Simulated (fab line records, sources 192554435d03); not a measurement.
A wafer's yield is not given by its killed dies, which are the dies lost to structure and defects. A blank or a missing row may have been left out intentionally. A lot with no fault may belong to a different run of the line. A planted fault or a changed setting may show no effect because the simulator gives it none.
Which tool was responsible? + flow n5Finfet + Sampling: 8 lots, 24 wafers, 5 of 1938 route steps

## WHAT THE GAUGES SHOWED, per wafer
N5_BEOL_M9_RS_MEAS_57: measurement is done with a four-point probe. Usual: M9_RS gives 0.151 ohm/sq (standard deviation 0.004).
| lot  | measured     | on           | M9_RS (ohm/sq)    | flag |
|------|--------------|--------------|-------------------|------|
| L751 | day 11 20:05 | filmMetro-02 | 0.142 0.154 0.154 |      |
| L753 | day 12 17:28 | filmMetro-02 | 0.149 0.146 0.151 |      |
| L754 | day 12 18:02 | filmMetro-02 | 0.149 0.145 0.152 |      |
| L759 | day 13 16:19 | filmMetro-02 | 0.146 0.157 0.150 |      |
| L763 | day 14 17:27 | filmMetro-01 | 0.154 0.148 0.152 |      |
| L765 | day 15 13:47 | filmMetro-02 | 0.145 0.149 0.146 |      |
| L766 | day 15 16:20 | filmMetro-02 | 0.154 0.146 0.148 |      |
| L761 | day 16 09:07 | filmMetro-01 | 0.151 0.159 0.148 |      |

N5_BEOL_M15_RC_MEAS_101. Usual: COMB_M10 1.4e-11 S/m, standard deviation 3.2e-12; COMB_M11 1.43e-11 S/m, standard deviation 3e-12; COMB_M12 5.8e-12 S/m, standard deviation 1.3e-12; COMB_M13 4.5e-12 S/m, standard deviation 9.1e-13; COMB_M14 3.1e-12 S/m, standard deviation 7.8e-13; COMB_M15 2e-12 S/m, standard deviation 5.1e-13; COMB_M5 3.5e-11 S/m, standard deviation 7e-12; COMB_M6 2.5e-11 S/m, standard deviation 4.8e-12; COMB_M7 2.6e-11 S/m, standard deviation 5.3e-12; COMB_M8 2.5e-11 S/m, standard deviation 5.8e-12; COMB_M9 1.38e-11 S/m, standard deviation 3e-12; COMB_M9_max_site 2e-11 S/m, standard deviation 4.8e-12; SERP_M10 3.10 ohm/um, standard deviation 0.096; SERP_M11 3.09 ohm/um, standard deviation 0.086; SERP_M12 0.644 ohm/um, standard deviation 0.016; SERP_M13 0.311 ohm/um, standard deviation 0.0075; SERP_M14 0.162 ohm/um, standard deviation 0.0047; SERP_M5 39.5 ohm/um, standard deviation 1.9; SERP_M6 14.0 ohm/um, standard deviation 0.55; SERP_M7 14.0 ohm/um, standard deviation 0.55; SERP_M7_max_site 14.6 ohm/um, standard deviation 0.63; SERP_M8 13.9 ohm/um, standard deviation 0.54; SERP_M9 3.07 ohm/um, standard deviation 0.099.
| lot  | measured     | on        | COMB_M10 (S/m)          | COMB_M11 (S/m)             | COMB_M12 (S/m)          | COMB_M13 (S/m)          | COMB_M14 (S/m)          | COMB_M15 (S/m)          | COMB_M5 (S/m)           | COMB_M6 (S/m)           | COMB_M7 (S/m)           | COMB_M8 (S/m)           | COMB_M9 (S/m)              | COMB_M9_max_site (S/m)  | SERP_M10 (ohm/um) | SERP_M11 (ohm/um) | SERP_M12 (ohm/um) | SERP_M13 (ohm/um) | SERP_M14 (ohm/um) | SERP_M5 (ohm/um) | SERP_M6 (ohm/um) | SERP_M7 (ohm/um) | SERP_M7_max_site (ohm/um) | SERP_M8 (ohm/um) | SERP_M9 (ohm/um) | flag |
|------|--------------|-----------|-------------------------|----------------------------|-------------------------|-------------------------|-------------------------|-------------------------|-------------------------|-------------------------|-------------------------|-------------------------|----------------------------|-------------------------|-------------------|-------------------|-------------------|-------------------|-------------------|------------------|------------------|------------------|---------------------------|------------------|------------------|------|
| L751 | day 15 13:23 | prober-01 | 1.6e-11 1.6e-11 2e-11   | 1.76e-11 1.31e-11 1.05e-11 | 5.8e-12 4.2e-12 4.6e-12 | 5.6e-12 4.5e-12 6e-12   | 3.7e-12 3.6e-12 1.7e-12 | 1.9e-12 2.4e-12 1.1e-12 | 2.4e-11 2.5e-11 2.9e-11 | 3.4e-11 2.3e-11 2.7e-11 | 2.1e-11 2.1e-11 2.3e-11 | 2.3e-11 1.8e-11 2.8e-11 | 2.26e-11 2.5e-11 2.73e-11  | 4.2e-11 3.2e-11 4e-11   | 3.22 3.09 3.06    | 2.95 3.02 3.10    | 0.678 0.649 0.634 | 0.306 0.307 0.307 | 0.158 0.157 0.167 | 38.7 38.4 38.4   | 13.5 14.9 13.7   | 14.5 13.1 14.1   | 15.1 14.3 14.7            | 14.2 14.0 14.7   | 2.72 3.01 3.07   | OFF  |
| L753 | day 14 15:15 | prober-01 | 1.1e-11 1.6e-11 1.1e-11 | 1.54e-11 1.81e-11 1.37e-11 | 7.6e-12 4.3e-12 6.4e-12 | 3.7e-12 4.6e-12 4.5e-12 | 2.8e-12 3.6e-12 4.4e-12 | 1.6e-12 2.1e-12 1.8e-12 | 2.9e-11 2.3e-11 3.3e-11 | 3.1e-11 3e-11 2.5e-11   | 2.7e-11 3.5e-11 2.5e-11 | 1.8e-11 2.3e-11 1.8e-11 | 2.28e-11 2.39e-11 3.01e-11 | 3.5e-11 3.5e-11 4.8e-11 | 3.03 3.04 3.08    | 2.91 3.17 3.03    | 0.621 0.656 0.607 | 0.318 0.318 0.314 | 0.174 0.162 0.170 | 39.0 36.4 36.5   | 13.4 12.9 13.3   | 14.3 14.0 13.7   | 14.9 14.4 14.3            | 13.6 13.6 14.6   | 2.97 2.93 3.03   | OFF  |
| L754 | day 14 09:08 | prober-02 | 1.3e-11 1.6e-11 1.5e-11 | 1.67e-11 1.88e-11 1.61e-11 | 7.7e-12 8.6e-12 7.2e-12 | 5.2e-12 6e-12 5.4e-12   | 3.1e-12 4.1e-12 3.5e-12 | 1.9e-12 2.7e-12 2.1e-12 | 2.4e-11 3e-11 3.5e-11   | 3.2e-11 2.9e-11 2.6e-11 | 3.1e-11 3e-11 2.6e-11   | 2.4e-11 1.7e-11 1.7e-11 | 1e-11 1.19e-11 1.77e-11    | 1.9e-11 1.6e-11 2.9e-11 | 3.11 3.00 3.14    | 3.24 3.12 3.22    | 0.663 0.669 0.622 | 0.309 0.303 0.316 | 0.163 0.170 0.159 | 40.3 39.7 42.7   | 14.3 13.9 13.6   | 13.8 13.7 13.7   | 14.5 14.4 14.1            | 13.7 13.7 13.2   | 3.04 2.95 3.10   |      |
| L759 | day 15 10:53 | prober-02 | 1.6e-11 1.5e-11 1.5e-11 | 1.42e-11 1.56e-11 1.61e-11 | 6.9e-12 7.5e-12 7.8e-12 | 7.5e-12 5e-12 4.7e-12   | 3.4e-12 4e-12 3.5e-12   | 2.5e-12 2.2e-12 2.6e-12 | 2.9e-11 2.5e-11 3.1e-11 | 2.4e-11 3e-11 1.7e-11   | 2.3e-11 2.9e-11 2.3e-11 | 3.3e-11 2.4e-11 3.4e-11 | 1.41e-11 1.42e-11 1.94e-11 | 2.3e-11 1.9e-11 2.5e-11 | 3.16 3.03 3.08    | 3.05 3.17 3.13    | 0.648 0.671 0.617 | 0.314 0.314 0.313 | 0.161 0.166 0.166 | 38.9 37.9 37.2   | 14.3 14.5 14.5   | 14.5 13.9 15.1   | 15.2 14.1 16.1            | 14.3 14.4 15.0   | 2.93 3.16 3.12   |      |
| L763 | day 16 07:10 | prober-01 | 1e-11 9e-12 1.2e-11     | 1.69e-11 1.25e-11 2.82e-11 | 6.5e-12 6.1e-12 6.3e-12 | 4.7e-12 3.9e-12 3.8e-12 | 2.3e-12 2.8e-12 3.1e-12 | 1.6e-12 9e-13 1e-12     | 3.9e-11 3.5e-11 4.3e-11 | 2.4e-11 2.6e-11 2.7e-11 | 2.3e-11 2.4e-11 2.6e-11 | 2.1e-11 3e-11 2.6e-11   | 1.1e-11 1.27e-11 1.4e-11   | 1.4e-11 1.6e-11 1.8e-11 | 3.15 3.20 3.21    | 2.90 2.88 3.03    | 0.641 0.647 0.654 | 0.321 0.323 0.298 | 0.167 0.161 0.163 | 39.8 38.5 41.4   | 13.4 13.8 13.5   | 13.9 14.8 14.4   | 14.8 15.2 14.7            | 13.7 13.1 14.1   | 3.13 3.00 3.06   |      |
| L765 | day 17 03:56 | prober-02 | 1.8e-11 1.6e-11 1.8e-11 | 1.33e-11 1.5e-11 1.51e-11  | 5.6e-12 6.5e-12 6.4e-12 | 4.6e-12 4.4e-12 5.2e-12 | 2.9e-12 2.9e-12 2.6e-12 | 1.8e-12 2.6e-12 2.5e-12 | 3.7e-11 5.5e-11 4.6e-11 | 2.1e-11 2e-11 2.4e-11   | 2.9e-11 3.1e-11 2.5e-11 | 2.1e-11 1.8e-11 1.6e-11 | 1.54e-11 1.21e-11 1.61e-11 | 1.9e-11 2.1e-11 2.1e-11 | 3.21 3.12 3.26    | 3.06 3.19 3.03    | 0.631 0.649 0.627 | 0.310 0.296 0.306 | 0.164 0.158 0.161 | 41.3 39.5 38.6   | 14.4 13.8 14.8   | 13.4 13.0 14.3   | 13.8 13.3 15.1            | 13.7 13.2 13.6   | 2.84 3.03 2.90   |      |
| L766 | day 17 09:40 | prober-01 | 1.1e-11 1.3e-11 1e-11   | 1.19e-11 1.01e-11 1.09e-11 | 6.4e-12 4.9e-12 7.2e-12 | 3.7e-12 4.7e-12 2.6e-12 | 2.3e-12 2.2e-12 2.2e-12 | 1.8e-12 1.8e-12 1.4e-12 | 2.8e-11 3.6e-11 4.2e-11 | 3.3e-11 2.6e-11 2.8e-11 | 3.4e-11 2.5e-11 3.1e-11 | 3.2e-11 2.3e-11 2.5e-11 | 1.19e-11 1.22e-11 1.34e-11 | 2e-11 1.6e-11 1.9e-11   | 2.96 3.08 3.03    | 3.09 3.27 3.18    | 0.661 0.655 0.661 | 0.313 0.313 0.311 | 0.157 0.162 0.155 | 39.9 39.6 36.5   | 14.1 14.4 14.5   | 13.8 13.9 14.0   | 14.3 14.0 15.3            | 13.5 13.7 13.3   | 3.11 3.01 2.95   |      |
| L761 | day 18 03:56 | prober-02 | 1.1e-11 1.7e-11 1.8e-11 | 1.4e-11 1.28e-11 1.74e-11  | 6.5e-12 4.8e-12 6.3e-12 | 5e-12 5.3e-12 5.3e-12   | 3.3e-12 3.1e-12 5.9e-12 | 1.5e-12 2.6e-12 1.7e-12 | 2.5e-11 3.5e-11 3.5e-11 | 3.4e-11 2.3e-11 2.4e-11 | 2.1e-11 3e-11 2.2e-11   | 1.8e-11 2.6e-11 1.9e-11 | 1.24e-11 1.19e-11 1.43e-11 | 1.7e-11 2e-11 3.1e-11   | 3.25 3.05 3.23    | 3.06 3.11 3.04    | 0.639 0.638 0.628 | 0.303 0.305 0.304 | 0.162 0.165 0.160 | 41.0 41.1 39.4   | 14.7 14.0 13.6   | 14.2 14.1 13.6   | 14.5 14.7 14.6            | 12.5 15.0 13.9   | 2.96 3.17 2.93   |      |

## WHICH TOOL RAN EACH LOT (tool, then ch and the chambers of the sampled wafers, then the start)
| lot  | N5_BEOL_M9_STRIP_36               | N5_BEOL_M9_CURE_72           | N5_BEOL_M9_ALD_74                  |
|------|-----------------------------------|------------------------------|------------------------------------|
| L751 | rieDiel-06 ch 1,2,3, day 11 17:34 | uvCure-02 ch 1, day 11 17:58 | aldMetal-04 ch 0,1,3, day 11 18:34 |
| L753 | rieDiel-05 ch 0,2, day 12 13:49   | uvCure-01 ch 2, day 12 14:13 | aldMetal-04 ch 1,2,3, day 12 15:58 |
| L754 | rieDiel-06 ch 0,2,3, day 12 14:35 | uvCure-01 ch 2, day 12 14:59 | aldMetal-02 ch 0,2,3, day 12 16:19 |
| L759 | rieDiel-06 ch 0,2,3, day 13 12:20 | uvCure-02 ch 1, day 13 12:45 | aldMetal-02 ch 2,3, day 13 13:44   |
| L763 | rieDiel-03 ch 1,2, day 14 14:22   | uvCure-03 ch 2, day 14 14:52 | aldMetal-02 ch 0,3, day 14 15:44   |
| L765 | rieDiel-05 ch 0,3, day 15 11:02   | uvCure-02 ch 2, day 15 11:27 | aldMetal-04 ch 1,2,3, day 15 12:01 |
| L766 | rieDiel-06 ch 0,2, day 15 13:36   | uvCure-03 ch 2, day 15 14:13 | aldMetal-04 ch 0,1,2, day 15 14:43 |
| L761 | rieDiel-06 ch 0,2,3, day 16 04:41 | uvCure-02 ch 2, day 16 05:11 | aldMetal-02 ch 1,3, day 16 05:49   |
- N5_BEOL_M9_STRIP_36: strips in N2/H2.
- N5_BEOL_M9_CURE_72: cures SiCOH lowk, time 120 s.
- N5_BEOL_M9_ALD_74: deposits TaN, target thk 2 nm, pulse time 2 s, purge time 3 s.

## WHAT THE TOOLS THEMSELVES READ (means of the sampled wafers that have a number; where no wafer has one, the mark that the record gives instead)
N5_BEOL_M9_STRIP_36. Usual: biasPowerW 6.999 W, standard deviation 0.022; drypumpMotorCurrentA 5.9 A, standard deviation 0.4; oesProductAu 0.82 a.u., standard deviation 0.086; powerW 450.2 W, standard deviation 1.3; rfVppV 59.3 V, standard deviation 1.4; showerheadPlenumPTorr 2.58 Torr, standard deviation 0.089; throttleValvePct 23.8 %, standard deviation 0.36.
| lot  | tool       | biasPowerW (W) | drypumpMotorCurrentA (A) | oesProductAu (a.u.) | powerW (W) | rfVppV (V) | showerheadPlenumPTorr (Torr) | throttleValvePct (%) | flag |
|------|------------|----------------|--------------------------|---------------------|------------|------------|------------------------------|----------------------|------|
| L751 | rieDiel-06 | 7.029          | 5.9                      | 0.84                | 451.0      | 59.7       | 2.60                         | 23.9                 |      |
| L753 | rieDiel-05 | 7.021          | 6.2                      | 0.82                | 451.0      | 58.4       | 2.59                         | 23.7                 |      |
| L754 | rieDiel-06 | 7.013          | 5.7                      | 0.88                | 450.0      | 58.4       | 2.58                         | 23.6                 |      |
| L759 | rieDiel-06 | 6.986          | 5.7                      | 0.87                | 450.4      | 59.3       | 2.58                         | 23.7                 |      |
| L763 | rieDiel-03 | 6.995          | 6.1                      | 0.81                | 450.8      | 59.6       | 2.54                         | 23.7                 |      |
| L765 | rieDiel-05 | 6.967          | 5.7                      | 0.86                | 449.0      | 59.8       | 2.68                         | 23.5                 |      |
| L766 | rieDiel-06 | 6.993          | 5.7                      | 0.86                | 450.2      | 59.3       | 2.61                         | 23.7                 |      |
| L761 | rieDiel-06 | 7.022          | 5.7                      | 0.84                | 449.7      | 59.4       | 2.57                         | 23.7                 |      |

N5_BEOL_M9_CURE_72. Usual: lampPowerPct 52.31 %, standard deviation 0.054; wafer_temp_C_max 371.7, standard deviation 0.56.
| lot  | tool      | lampPowerPct (%) | wafer_temp_C_max | flag |
|------|-----------|------------------|------------------|------|
| L751 | uvCure-02 | 52.37            | 370.8            |      |
| L753 | uvCure-01 | 52.33            | 371.6            |      |
| L754 | uvCure-01 | 52.31            | 371.9            |      |
| L759 | uvCure-02 | 52.32            | 371.0            |      |
| L763 | uvCure-03 | 52.28            | 371.3            |      |
| L765 | uvCure-02 | 52.40            | 372.4            |      |
| L766 | uvCure-03 | 52.32            | 371.7            |      |
| L761 | uvCure-02 | 52.28            | 372.0            |      |

N5_BEOL_M9_ALD_74. Usual: 455 W for heaterPowerW, sd 55.
| lot  | tool        | heaterPowerW (W) | flag |
|------|-------------|------------------|------|
| L751 | aldMetal-04 | 446              |      |
| L753 | aldMetal-04 | 461              |      |
| L754 | aldMetal-02 | 461              |      |
| L759 | aldMetal-02 | 489              |      |
| L763 | aldMetal-02 | 457              |      |
| L765 | aldMetal-04 | 461              |      |
| L766 | aldMetal-04 | 425              |      |
| L761 | aldMetal-02 | 507              |      |

## THE ANSWER, worked out from the rows above alone
Rule: a lot counts as off when the mean over its wafers that have a number is more than 3 standard deviations away from the usual mean. Also off: a lot with no number at a reading for which 4 or more lots have one. All remaining lots with rows at the step are treated as sound. First the gauges in route order, then the tools' own readings, where a lot's mean is used as printed above. The first step at which some lot is off is used, and at that step the reading that is off furthest; a lot without a number counts as furthest.
Off: at N5_BEOL_M15_RC_MEAS_101 (COMB_M9_max_site), L751, L753.
A tool fits if, at a process step before that reading, it ran every lot that is off, and no sound lot after the first of them. Gauges at N5_BEOL_M15_RC_MEAS_101: tried the same way as those tools. None of those tried fits.

## WHAT THE SIMULATOR HAD INSERTED
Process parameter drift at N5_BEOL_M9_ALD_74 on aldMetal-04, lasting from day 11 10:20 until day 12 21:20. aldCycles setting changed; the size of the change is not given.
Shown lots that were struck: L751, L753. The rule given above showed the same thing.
